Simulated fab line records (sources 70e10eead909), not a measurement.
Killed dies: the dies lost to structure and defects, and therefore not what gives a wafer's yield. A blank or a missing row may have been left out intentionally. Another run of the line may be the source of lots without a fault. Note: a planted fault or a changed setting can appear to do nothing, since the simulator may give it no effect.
Matching of chambers -- flow nand_harc -- rie_diel-09 running NHARC_A_STAIRCASE_ETCH_292: 4 sister chambers
The step etches the open film in CF4/CHF3. 18 wafers are shown with their chamber, then 9 later ones without.

== WAFERS WITH THEIR CHAMBER ==
wafer,chamber,drypump_motor_current_A (A),showerhead_plenum_p_Torr (Torr),rf_vpp_V (V)
L076.2,0,6.1,1.67,374.2
L076.3,1,6.2,1.56,370.6
L076.6,3,4.7,1.58,369.8
L078.3,3,4.7,1.58,370.9
L078.4,2,5.0,1.46,367.0
L078.6,0,6.1,1.66,372.4
L080.3,3,4.7,1.58,371.9
L080.4,0,6.1,1.66,373.0
L080.5,2,5.0,1.46,366.1
L081.2,3,4.7,1.58,370.8
L081.3,2,5.0,1.46,366.7
L081.5,1,6.3,1.55,369.8
L084.1,1,6.2,1.55,370.4
L084.3,0,6.1,1.66,371.5
L084.6,0,6.1,1.66,373.4
L085.3,3,4.7,1.57,369.9
L085.4,2,5.0,1.45,367.3
L085.6,2,5.0,1.45,367.5

SIGNATURES (averages over the wafers above)
reading,chamber 0,chamber 1,chamber 2,chamber 3,scatter within a chamber
drypump_motor_current_A,6.100,6.233,5.000,4.700,0.0218
showerhead_plenum_p_Torr,1.6620,1.5533,1.4560,1.5780,0.00498
rf_vpp_V,372.900,370.267,366.920,370.660,0.786
Rule: for each reading, subtract the chamber's mean from the wafer's reading, divide by that reading's scatter and square the result; add these up over the readings and take the root, which gives the wafer's distance from the chamber. If the next closest chamber is less than 2 further off than the closest, the wafer can't be placed; otherwise it belongs to the closest. The scatter is the square root of a quotient: the sum, over the shown wafers, of each reading's squared deviation from its chamber's mean, divided by wafers minus chambers.

== WAFERS MISSING THEIR CHAMBER ==
wafer,drypump_motor_current_A (A),showerhead_plenum_p_Torr (Torr),rf_vpp_V (V)
L093.1,5.0,1.69,375.2
L093.3,6.1,1.65,373.6
L093.5,4.7,1.57,370.9
L095.2,6.3,1.55,370.1
L095.4,4.7,1.56,369.3
L095.5,6.2,1.55,370.3
L097.2,6.2,1.55,369.9
L097.3,6.1,1.65,373.1
L097.4,5.0,1.69,374.5

== WHICH CHAMBER EACH WENT THROUGH ==
wafer,from the rows above,in truth
L093.1,3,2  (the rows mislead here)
L093.3,0,0
L093.5,3,3
L095.2,1,1
L095.4,3,3
L095.5,1,1
L097.2,1,1
L097.3,0,0
L097.4,3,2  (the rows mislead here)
Placed correctly: 7 of 9. From these rows, 0 cannot be placed. Wrongly placed: 2.
